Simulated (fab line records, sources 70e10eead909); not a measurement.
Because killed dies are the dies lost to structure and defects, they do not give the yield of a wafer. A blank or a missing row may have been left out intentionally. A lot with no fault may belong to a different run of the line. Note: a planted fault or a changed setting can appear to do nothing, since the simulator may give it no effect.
A sampling plan put to the test + flow nand_harc + one fab line, 45 faults that these records tell of, each judged on the records of the lots that it struck; 2 more are left out, because the records don't allow judging them
The plan is the line's own looks: the steps of the route at which a gauge or an inspection reads the wafer and doesn't change it. Where struck wafers have a number at a look and the file lists that look's usual mean and standard deviation on fault-free wafers, the look can be judged. Caught: at a look after the fault's first step, the mean of the struck wafers lies 4 or more of those standard deviations (sigma) from the usual mean. On the tool: here the same test is run on the tool's own readings at the fault's steps. A different recipe on the struck wafers counts as caught too, as does a record blank only for those wafers.

== THE FAULTS, as the simulator had put them in ==
1. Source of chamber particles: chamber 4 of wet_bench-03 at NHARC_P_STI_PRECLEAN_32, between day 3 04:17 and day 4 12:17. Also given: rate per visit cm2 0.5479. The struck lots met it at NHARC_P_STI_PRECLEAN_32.
2. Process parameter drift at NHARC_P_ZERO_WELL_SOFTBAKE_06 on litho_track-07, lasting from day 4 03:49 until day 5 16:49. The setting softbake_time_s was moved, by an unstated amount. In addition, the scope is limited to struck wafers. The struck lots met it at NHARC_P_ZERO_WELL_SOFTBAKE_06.
3. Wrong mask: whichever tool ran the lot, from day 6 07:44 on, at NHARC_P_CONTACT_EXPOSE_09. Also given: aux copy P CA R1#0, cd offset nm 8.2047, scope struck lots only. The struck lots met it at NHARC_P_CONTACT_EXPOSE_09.
4. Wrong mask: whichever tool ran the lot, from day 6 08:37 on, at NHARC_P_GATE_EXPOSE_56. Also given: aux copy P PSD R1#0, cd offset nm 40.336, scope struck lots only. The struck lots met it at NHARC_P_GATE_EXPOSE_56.
5. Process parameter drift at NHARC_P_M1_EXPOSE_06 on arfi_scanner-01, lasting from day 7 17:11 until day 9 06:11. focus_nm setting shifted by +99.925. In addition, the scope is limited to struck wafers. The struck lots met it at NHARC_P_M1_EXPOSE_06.
6. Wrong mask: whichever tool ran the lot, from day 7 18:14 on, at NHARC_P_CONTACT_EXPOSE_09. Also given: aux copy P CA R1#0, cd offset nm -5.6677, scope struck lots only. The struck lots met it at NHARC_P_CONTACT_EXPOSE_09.
7. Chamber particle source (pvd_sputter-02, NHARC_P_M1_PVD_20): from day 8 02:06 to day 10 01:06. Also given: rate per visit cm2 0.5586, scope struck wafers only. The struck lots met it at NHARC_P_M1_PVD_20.
8. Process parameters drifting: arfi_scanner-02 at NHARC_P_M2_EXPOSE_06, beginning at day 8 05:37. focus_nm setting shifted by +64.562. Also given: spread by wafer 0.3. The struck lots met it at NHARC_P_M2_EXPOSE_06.
9. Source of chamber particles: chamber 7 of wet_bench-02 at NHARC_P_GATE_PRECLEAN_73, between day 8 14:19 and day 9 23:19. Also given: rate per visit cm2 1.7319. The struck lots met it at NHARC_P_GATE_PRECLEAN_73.
10. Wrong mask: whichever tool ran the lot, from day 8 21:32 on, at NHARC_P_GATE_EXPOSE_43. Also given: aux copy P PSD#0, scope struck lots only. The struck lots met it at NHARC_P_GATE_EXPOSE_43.
11. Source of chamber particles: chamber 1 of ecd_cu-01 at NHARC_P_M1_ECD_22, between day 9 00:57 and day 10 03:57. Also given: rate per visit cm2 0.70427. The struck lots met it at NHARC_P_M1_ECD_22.
12. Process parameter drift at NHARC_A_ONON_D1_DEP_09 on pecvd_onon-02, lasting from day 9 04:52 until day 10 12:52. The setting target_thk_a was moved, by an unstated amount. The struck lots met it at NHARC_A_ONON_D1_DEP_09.
13. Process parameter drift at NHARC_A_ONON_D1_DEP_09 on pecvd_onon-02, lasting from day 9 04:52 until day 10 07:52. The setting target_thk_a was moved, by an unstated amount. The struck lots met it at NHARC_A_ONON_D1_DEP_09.
14. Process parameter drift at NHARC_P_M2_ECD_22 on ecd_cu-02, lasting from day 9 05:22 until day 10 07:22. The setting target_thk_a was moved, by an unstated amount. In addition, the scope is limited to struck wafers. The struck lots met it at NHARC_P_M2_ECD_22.
15. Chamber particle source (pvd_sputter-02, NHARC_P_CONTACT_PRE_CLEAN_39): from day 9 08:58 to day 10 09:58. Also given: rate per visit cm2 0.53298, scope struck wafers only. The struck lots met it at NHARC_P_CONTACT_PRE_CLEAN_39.
16. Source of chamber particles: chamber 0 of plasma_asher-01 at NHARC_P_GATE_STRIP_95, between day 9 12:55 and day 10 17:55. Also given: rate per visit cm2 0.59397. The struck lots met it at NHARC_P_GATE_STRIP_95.
17. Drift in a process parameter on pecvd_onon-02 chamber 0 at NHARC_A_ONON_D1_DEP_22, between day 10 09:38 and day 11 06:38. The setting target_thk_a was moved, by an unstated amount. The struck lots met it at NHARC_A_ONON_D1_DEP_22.
18. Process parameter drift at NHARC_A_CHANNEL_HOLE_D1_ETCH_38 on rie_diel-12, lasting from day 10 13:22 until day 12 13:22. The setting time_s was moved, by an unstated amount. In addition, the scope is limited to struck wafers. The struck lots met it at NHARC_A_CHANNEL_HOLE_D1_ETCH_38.
19. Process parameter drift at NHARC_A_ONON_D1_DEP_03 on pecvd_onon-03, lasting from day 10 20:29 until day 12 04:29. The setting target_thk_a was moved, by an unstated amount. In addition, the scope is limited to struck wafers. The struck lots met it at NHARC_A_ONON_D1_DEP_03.
20. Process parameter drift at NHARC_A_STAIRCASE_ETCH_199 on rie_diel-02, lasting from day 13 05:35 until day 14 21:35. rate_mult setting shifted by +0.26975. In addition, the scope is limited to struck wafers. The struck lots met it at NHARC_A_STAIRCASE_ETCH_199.
21. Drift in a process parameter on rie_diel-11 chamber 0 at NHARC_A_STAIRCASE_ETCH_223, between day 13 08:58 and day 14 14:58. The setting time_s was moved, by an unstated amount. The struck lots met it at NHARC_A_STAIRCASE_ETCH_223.
22. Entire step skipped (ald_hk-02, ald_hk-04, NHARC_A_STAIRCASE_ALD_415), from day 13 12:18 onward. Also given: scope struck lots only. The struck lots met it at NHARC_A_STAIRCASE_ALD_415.
23. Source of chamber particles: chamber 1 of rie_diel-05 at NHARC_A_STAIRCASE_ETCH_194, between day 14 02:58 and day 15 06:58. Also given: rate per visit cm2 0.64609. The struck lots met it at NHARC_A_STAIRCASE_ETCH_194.
24. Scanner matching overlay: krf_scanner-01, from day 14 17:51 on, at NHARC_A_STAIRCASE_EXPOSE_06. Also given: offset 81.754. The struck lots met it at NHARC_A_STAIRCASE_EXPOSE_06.
25. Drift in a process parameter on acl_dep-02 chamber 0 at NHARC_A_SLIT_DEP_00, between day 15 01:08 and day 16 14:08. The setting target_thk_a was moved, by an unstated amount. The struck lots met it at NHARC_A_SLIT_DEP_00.
26. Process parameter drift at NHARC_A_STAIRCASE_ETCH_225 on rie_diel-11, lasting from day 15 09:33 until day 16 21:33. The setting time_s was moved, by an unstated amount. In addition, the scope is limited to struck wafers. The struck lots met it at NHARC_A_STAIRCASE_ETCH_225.
27. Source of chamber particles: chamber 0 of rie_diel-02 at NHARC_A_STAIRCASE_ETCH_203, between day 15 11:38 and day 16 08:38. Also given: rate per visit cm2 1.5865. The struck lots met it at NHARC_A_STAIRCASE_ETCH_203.
28. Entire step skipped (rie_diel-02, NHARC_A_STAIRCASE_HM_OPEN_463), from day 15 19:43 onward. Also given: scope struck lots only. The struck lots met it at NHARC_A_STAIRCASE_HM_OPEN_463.
29. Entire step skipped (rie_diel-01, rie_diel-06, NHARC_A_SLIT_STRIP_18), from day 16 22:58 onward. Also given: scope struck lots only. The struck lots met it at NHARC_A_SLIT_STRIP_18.
30. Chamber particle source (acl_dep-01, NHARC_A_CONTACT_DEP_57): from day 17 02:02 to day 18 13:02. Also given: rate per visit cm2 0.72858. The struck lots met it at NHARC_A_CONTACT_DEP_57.
31. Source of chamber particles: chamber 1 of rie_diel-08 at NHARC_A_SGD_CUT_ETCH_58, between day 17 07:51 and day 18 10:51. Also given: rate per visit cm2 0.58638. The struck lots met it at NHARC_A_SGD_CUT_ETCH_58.
32. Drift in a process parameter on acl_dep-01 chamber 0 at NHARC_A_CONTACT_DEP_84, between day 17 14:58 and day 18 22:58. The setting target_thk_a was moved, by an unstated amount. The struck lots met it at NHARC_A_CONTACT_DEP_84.
33. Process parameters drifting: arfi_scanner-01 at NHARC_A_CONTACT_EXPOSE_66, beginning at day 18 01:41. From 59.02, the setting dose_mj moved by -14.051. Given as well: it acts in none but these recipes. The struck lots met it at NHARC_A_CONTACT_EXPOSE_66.
34. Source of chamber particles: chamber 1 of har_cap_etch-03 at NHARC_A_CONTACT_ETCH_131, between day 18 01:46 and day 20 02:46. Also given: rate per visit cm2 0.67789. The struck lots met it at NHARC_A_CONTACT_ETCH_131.
35. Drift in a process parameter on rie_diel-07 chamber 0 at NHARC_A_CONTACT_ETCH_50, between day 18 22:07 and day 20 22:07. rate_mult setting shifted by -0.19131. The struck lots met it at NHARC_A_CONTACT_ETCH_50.
36. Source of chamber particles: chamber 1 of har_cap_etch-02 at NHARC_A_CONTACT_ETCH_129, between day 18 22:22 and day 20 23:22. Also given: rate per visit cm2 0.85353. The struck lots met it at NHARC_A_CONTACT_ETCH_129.
37. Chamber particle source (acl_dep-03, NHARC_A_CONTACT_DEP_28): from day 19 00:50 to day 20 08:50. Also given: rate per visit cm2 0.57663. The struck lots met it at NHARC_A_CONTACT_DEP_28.
38. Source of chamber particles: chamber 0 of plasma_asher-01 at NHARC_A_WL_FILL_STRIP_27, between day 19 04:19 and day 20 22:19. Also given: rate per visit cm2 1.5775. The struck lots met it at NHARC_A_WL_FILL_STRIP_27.
39. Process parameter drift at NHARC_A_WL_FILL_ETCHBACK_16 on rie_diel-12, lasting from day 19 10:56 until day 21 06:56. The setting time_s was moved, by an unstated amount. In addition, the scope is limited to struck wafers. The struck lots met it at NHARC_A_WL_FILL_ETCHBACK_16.
40. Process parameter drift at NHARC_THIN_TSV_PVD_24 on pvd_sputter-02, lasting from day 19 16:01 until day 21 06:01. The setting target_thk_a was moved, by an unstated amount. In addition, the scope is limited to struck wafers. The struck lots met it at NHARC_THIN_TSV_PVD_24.
41. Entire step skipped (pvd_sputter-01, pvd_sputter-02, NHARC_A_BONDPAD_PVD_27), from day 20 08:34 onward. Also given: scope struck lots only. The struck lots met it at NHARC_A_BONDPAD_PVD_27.
42. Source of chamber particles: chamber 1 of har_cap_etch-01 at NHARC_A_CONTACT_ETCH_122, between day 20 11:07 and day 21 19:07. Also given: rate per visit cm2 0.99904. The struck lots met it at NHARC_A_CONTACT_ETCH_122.
43. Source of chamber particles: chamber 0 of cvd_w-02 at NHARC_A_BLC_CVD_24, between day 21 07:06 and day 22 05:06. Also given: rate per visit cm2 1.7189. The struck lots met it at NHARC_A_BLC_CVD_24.
44. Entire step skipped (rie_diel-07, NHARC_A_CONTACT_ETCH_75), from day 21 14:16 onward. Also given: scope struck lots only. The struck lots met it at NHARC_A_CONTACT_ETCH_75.
45. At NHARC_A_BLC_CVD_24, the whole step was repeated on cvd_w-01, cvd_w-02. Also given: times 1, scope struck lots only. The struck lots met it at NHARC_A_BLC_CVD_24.

== WHAT THE PLAN SAW ==
| fault | on the tool itself                               | first look that catches it                      | reading, sigma                                        | median hours from its first step to that look | hours from the fault's start to the first struck lot there | judged looks passed uncaught |
|-------|--------------------------------------------------|-------------------------------------------------|-------------------------------------------------------|-----------------------------------------------|------------------------------------------------------------|------------------------------|
| 1     | no reading that can be judged                    | NHARC_END_SORT_01                               | killed_at_periphery +34                               | 422.6                                         | 431                                                        | 2                            |
| 2     | heater_power_total_W +99 or beyond sigma         | NHARC_P_ZERO_WELL_CD_MEAS_11                    | cd_nm -5.1                                            | 1.1                                           | 3                                                          | 0                            |
| 3     | no reading that can be judged                    | NHARC_P_CONTACT_CD_MEAS_12                      | cd_nm +12                                             | 0.1                                           | 7                                                          | 0                            |
| 4     | under 2 sigma                                    | NHARC_P_GATE_CD_MEAS_59                         | cd_nm +20                                             | 0.2                                           | 0                                                          | 0                            |
| 5     | under 2 sigma                                    | NHARC_P_M1_CD_MEAS_09                           | cd_nm +13                                             | 0.1                                           | 10                                                         | 0                            |
| 6     | no reading that can be judged                    | NHARC_P_CONTACT_CD_MEAS_12                      | cd_nm -7.6                                            | 0.2                                           | 1                                                          | 0                            |
| 7     | under 2 sigma                                    | NHARC_END_SORT_01                               | killed_at_periphery +35                               | 327.6                                         | 348                                                        | 0                            |
| 8     | no reading that can be judged                    | NHARC_P_M2_CD_MEAS_09                           | cd_nm +7.9                                            | 0.1                                           | 2                                                          | 0                            |
| 9     | under 2 sigma                                    | NHARC_P_GATE_INSPECT_68                         | raw_defect_count +11                                  | 18.2                                          | 25                                                         | 1                            |
| 10    | no reading that can be judged                    | NHARC_END_SORT_01                               | killed_at_periphery +99 or beyond                     | 349.1                                         | 351                                                        | 0                            |
| 11    | no reading that can be judged                    | NHARC_END_SORT_01                               | killed_at_periphery +99 or beyond                     | 329.8                                         | 327                                                        | 0                            |
| 12    | no reading that can be judged                    | NHARC_A_ONON_D1_THK_MEAS_11                     | thk_nm -26                                            | 0.4                                           | 9                                                          | 0                            |
| 13    | under 2 sigma                                    | NHARC_A_ONON_D1_THK_MEAS_11                     | thk_nm +46                                            | 0.4                                           | 9                                                          | 0                            |
| 14    | no reading that can be judged                    | none of the 2 looks that can be judged after it | -                                                     | -                                             | -                                                          | 2                            |
| 15    | under 2 sigma                                    | NHARC_END_SORT_01                               | killed_at_periphery +20                               | 354.2                                         | 363                                                        | 2                            |
| 16    | under 2 sigma                                    | NHARC_P_GATE_INSPECT_68                         | raw_defect_count +4.5                                 | 1.9                                           | 2                                                          | 0                            |
| 17    | under 2 sigma                                    | NHARC_A_ONON_D1_THK_MEAS_24                     | thk_nm +60                                            | 0.4                                           | 6                                                          | 0                            |
| 18    | run_length_s -32 sigma                           | not the one look that can be judged after it    | strongest: killed_at_array at NHARC_END_SORT_01, +2.7 | -                                             | -                                                          | 1                            |
| 19    | under 2 sigma                                    | NHARC_A_ONON_D1_THK_MEAS_05                     | thk_nm -62                                            | 0.4                                           | 5                                                          | 0                            |
| 20    | oes_product_au +11 sigma                         | NHARC_END_SORT_01                               | killed_dies +49                                       | 215.5                                         | 228                                                        | 0                            |
| 21    | run_length_s -33 sigma                           | NHARC_END_SORT_01                               | killed_dies +58                                       | 208.9                                         | 210                                                        | 0                            |
| 22    | the tool's record is blank for the struck wafers | NHARC_END_SORT_01                               | killed_at_array +58                                   | 188.2                                         | 197                                                        | 0                            |
| 23    | under 2 sigma                                    | NHARC_END_SORT_01                               | killed_dies +5.5                                      | 214.0                                         | 225                                                        | 1                            |
| 24    | no reading that can be judged                    | no look after it can be judged                  | -                                                     | -                                             | -                                                          | 0                            |
| 25    | under 2 sigma                                    | NHARC_END_SORT_01                               | killed_dies +57                                       | 142.0                                         | 143                                                        | 0                            |
| 26    | run_length_s -29 sigma                           | NHARC_END_SORT_01                               | killed_at_array +58                                   | 213.7                                         | 212                                                        | 0                            |
| 27    | only faintly: rf_vpp_V +2.3 sigma                | NHARC_END_SORT_01                               | killed_at_array +9.3                                  | 213.1                                         | 215                                                        | 0                            |
| 28    | the tool's record is blank for the struck wafers | NHARC_END_SORT_01                               | killed_at_array +58                                   | 191.8                                         | 192                                                        | 0                            |
| 29    | the tool's record is blank for the struck wafers | NHARC_END_SORT_01                               | killed_at_array +58                                   | 124.8                                         | 121                                                        | 0                            |
| 30    | under 2 sigma                                    | NHARC_A_CONTACT_INSPECT_71                      | raw_defect_count +35                                  | 2.6                                           | 6                                                          | 0                            |
| 31    | under 2 sigma                                    | NHARC_END_SORT_01                               | killed_dies +9.0                                      | 141.5                                         | 157                                                        | 0                            |
| 32    | under 2 sigma                                    | NHARC_END_SORT_01                               | killed_dies +58                                       | 79.0                                          | 89                                                         | 0                            |
| 33    | exposure_dose_mJ_cm2 -99 or beyond sigma         | NHARC_A_CONTACT_CD_MEAS_69                      | cd_nm -20                                             | 0.1                                           | 14                                                         | 0                            |
| 34    | the tool's record is blank for the struck wafers | NHARC_END_SORT_01                               | killed_at_array +6.3                                  | 77.9                                          | 92                                                         | 1                            |
| 35    | oes_product_au -5.2 sigma                        | NHARC_END_SORT_01                               | killed_at_array +4.7                                  | 85.8                                          | 88                                                         | 0                            |
| 36    | no reading that can be judged                    | NHARC_END_SORT_01                               | killed_dies +8.8                                      | 69.4                                          | 74                                                         | 2                            |
| 37    | under 2 sigma                                    | NHARC_A_CONTACT_INSPECT_44                      | raw_defect_count +29                                  | 2.2                                           | 7                                                          | 0                            |
| 38    | under 2 sigma                                    | NHARC_END_SORT_01                               | killed_at_array +4.6                                  | 127.4                                         | 134                                                        | 0                            |
| 39    | run_length_s -23 sigma                           | NHARC_END_SORT_01                               | killed_at_array +58                                   | 102.0                                         | 112                                                        | 0                            |
| 40    | no reading that can be judged                    | NHARC_END_SORT_01                               | killed_at_other +99 or beyond                         | 35.5                                          | 45                                                         | 0                            |
| 41    | the tool's record is blank for the struck wafers | NHARC_END_SORT_01                               | sort_bin_2_pct +99 or beyond                          | 32.2                                          | 40                                                         | 0                            |
| 42    | no reading that can be judged                    | NHARC_END_SORT_01                               | killed_at_array +9.6                                  | 77.2                                          | 80                                                         | 1                            |
| 43    | under 2 sigma                                    | NHARC_END_SORT_01                               | killed_at_array +7.2                                  | 48.4                                          | 53                                                         | 0                            |
| 44    | the tool's record is blank for the struck wafers | NHARC_END_SORT_01                               | killed_at_array +58                                   | 66.0                                          | 75                                                         | 0                            |
| 45    | under 2 sigma                                    | no look after it can be judged                  | -                                                     | -                                             | -                                                          | 0                            |
A dash: the fault isn't caught, or these records don't give the number.

Caught at a look: 41 of 45. Caught on the tool: 14 of 45. By one or the other: 42 of 45.
Caught on the tool alone: fault 18.
Caught at a look alone: faults 1, 3, 4, 5, 6, 7, 8, 9, 10, 11, 12, 13, 15, 16, 17, 19, 23, 25, 27, 30, 31, 32, 36, 37, 38, 40, 42, 43.
Caught by neither: faults 14, 24, 45.

== THINNER SAMPLING ==
In the worst case, this is how late the first struck lot would be measured if the look that catches a fault measured only every second or every third lot, by lot number:
| fault | struck lots at that look, in order of time | every lot | every second lot | every third lot |
|-------|--------------------------------------------|-----------|------------------|-----------------|
| 1     | L402, L399                                 | 431 h     | 440 h            | may miss all 2  |
| 2     | L118, L120                                 | 3 h       | may miss all 2   | may miss all 2  |
| 3     | L114                                       | 7 h       | may miss it      | may miss it     |
| 4     | L284                                       | 0 h       | may miss it      | may miss it     |
| 5     | L289, L292                                 | 10 h      | 26 h             | may miss all 2  |
| 6     | L647                                       | 1 h       | may miss it      | may miss it     |
| 7     | L835, L838                                 | 348 h     | 351 h            | may miss all 2  |
| 8     | L299                                       | 2 h       | may miss it      | may miss it     |
| 9     | L213, L217                                 | 25 h      | may miss all 2   | may miss all 2  |
| 10    | L831                                       | 351 h     | may miss it      | may miss it     |
| 11    | L474, L473                                 | 327 h     | 347 h            | may miss all 2  |
| 12    | L169, L172                                 | 9 h       | 26 h             | may miss all 2  |
| 13    | L961, L964                                 | 9 h       | 26 h             | may miss all 2  |
| 15    | L429                                       | 363 h     | may miss it      | may miss it     |
| 16    | L496, L498                                 | 2 h       | may miss all 2   | may miss all 2  |
| 17    | L852, L855                                 | 6 h       | 17 h             | may miss all 2  |
| 19    | L674, L676, L678                           | 5 h       | may miss all 3   | 22 h            |
| 20    | L433                                       | 228 h     | may miss it      | may miss it     |
| 21    | L671, L672                                 | 210 h     | 224 h            | may miss all 2  |
| 22    | L361, L360                                 | 197 h     | 200 h            | may miss all 2  |
| 23    | L493                                       | 225 h     | may miss it      | may miss it     |
| 25    | L807, L806, L808                           | 143 h     | 151 h            | 163 h           |
| 26    | L720, L721, L723                           | 212 h     | 216 h            | may miss all 3  |
| 27    | L476, L475                                 | 215 h     | 222 h            | may miss all 2  |
| 28    | L958, L959, L960                           | 192 h     | 200 h            | 206 h           |
| 29    | L954, L956                                 | 121 h     | may miss all 2   | may miss all 2  |
| 30    | L701, L704                                 | 6 h       | 10 h             | may miss all 2  |
| 31    | L714                                       | 157 h     | may miss it      | may miss it     |
| 32    | L917, L920                                 | 89 h      | 98 h             | may miss all 2  |
| 33    | L516, L523                                 | 14 h      | 60 h             | may miss all 2  |
| 34    | L770, L773                                 | 92 h      | 112 h            | may miss all 2  |
| 35    | L706, L708                                 | 88 h      | may miss all 2   | may miss all 2  |
| 36    | L878, L881                                 | 74 h      | 109 h            | may miss all 2  |
| 37    | L938, L940                                 | 7 h       | may miss all 2   | may miss all 2  |
| 38    | L357, L356, L360                           | 134 h     | 136 h            | may miss all 3  |
| 39    | L170, L166, L167                           | 112 h     | 121 h            | may miss all 3  |
| 40    | L289, L293                                 | 45 h      | may miss all 2   | may miss all 2  |
| 41    | L459, L461                                 | 40 h      | may miss all 2   | may miss all 2  |
| 42    | L543, L544                                 | 80 h      | 90 h             | may miss all 2  |
| 43    | L403, L406                                 | 53 h      | 53 h             | may miss all 2  |
| 44    | L451, L454, L455                           | 75 h      | 76 h             | may miss all 3  |
The hour figures run from when the fault began to the first measured lot among those it struck. Since the struck wafers were tested as one group against 4 sigma, a single lot by itself may lie under the limit. Other struck lots may not be in these records.

== THE LONGEST TIMED WAY FROM STEP TO LOOK ==
In fault 1, a median of 422.6 hours elapses between NHARC_P_STI_PRECLEAN_32 and NHARC_END_SORT_01. The looks between them that can be judged stayed within 4 sigma: NHARC_P_STI_OCD_MEAS_43, NHARC_P_GATE_CD_MEAS_11.
